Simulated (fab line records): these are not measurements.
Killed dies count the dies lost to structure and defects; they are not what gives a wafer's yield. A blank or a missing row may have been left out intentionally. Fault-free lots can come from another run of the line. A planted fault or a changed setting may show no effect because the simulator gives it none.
Matching of chambers    flow nand-harc    4 sister chambers for NHARC_P_BONDPAD_DESCUM_11 on rie-diel-05
The step chemistry O2, time 3 s. 16 wafers are shown with their chamber, then 8 later ones without.

== EACH WAFER AND ITS CHAMBER ==
wafer   chamber  showerhead-plenum-p-Torr (Torr)  drypump-motor-current-A (A)  oes-product-au (a.u.)
L078.1  1        2.00                             6.0                          0.982
L078.3  3        1.82                             5.9                          1.000
L078.4  0        1.94                             6.1                          1.011
L078.2  2        1.90                             5.4                          0.999
L078.5  0        1.94                             6.2                          1.004
L078.6  1        2.00                             6.0                          0.998
L083.2  2        1.90                             5.4                          1.014
L083.4  1        2.00                             6.0                          1.003
L083.5  3        1.82                             5.9                          0.999
L085.4  2        1.90                             5.4                          1.014
L085.5  1        2.00                             6.0                          0.996
L085.6  0        1.93                             6.1                          1.006
L090.2  1        1.99                             6.0                          1.017
L090.4  2        1.90                             5.4                          1.016
L090.5  2        1.90                             5.4                          1.016
L096.2  1        1.99                             6.0                          1.011

SIGNATURES, as means of the wafers listed above
reading                   chamber 0  chamber 1  chamber 2  chamber 3  scatter within a chamber
showerhead-plenum-p-Torr  1.9367     1.9967     1.9000     1.8200     0.00408
drypump-motor-current-A   6.133      6.000      5.400      5.900      0.0236
oes-product-au            1.00700    1.00117    1.01180    0.99950    0.00908
Rule: for each reading, subtract the chamber's mean from the wafer's reading, divide by that reading's scatter and square the result; add these up over the readings and take the root, which gives the wafer's distance from the chamber. If the next closest chamber is less than 2 further off than the closest, the wafer can't be placed; otherwise it belongs to the closest. The scatter: the root of (the sum of the squares of (reading less its chamber's mean) over the shown wafers, divided by (wafers less chambers)).

== WAFERS MISSING THEIR CHAMBER ==
wafer   showerhead-plenum-p-Torr (Torr)  drypump-motor-current-A (A)  oes-product-au (a.u.)
L096.3  1.93                             6.1                          1.011
L096.5  1.81                             6.0                          1.001
L097.1  1.99                             6.0                          1.002
L097.2  1.81                             5.9                          1.004
L097.6  1.99                             6.0                          1.002
L097.3  1.89                             5.5                          1.006
L097.4  1.93                             6.1                          1.006
L097.5  1.89                             5.5                          1.006

== THE CHAMBER EACH PASSED THROUGH ==
wafer   from the rows above  in truth
L096.3  0                    0
L096.5  3                    3
L097.1  1                    1
L097.2  3                    3
L097.6  1                    1
L097.3  2                    2
L097.4  0                    0
L097.5  2                    2
Correctly placed: 8 of 8. From these rows, 0 cannot be placed. Number placed wrongly: 0.
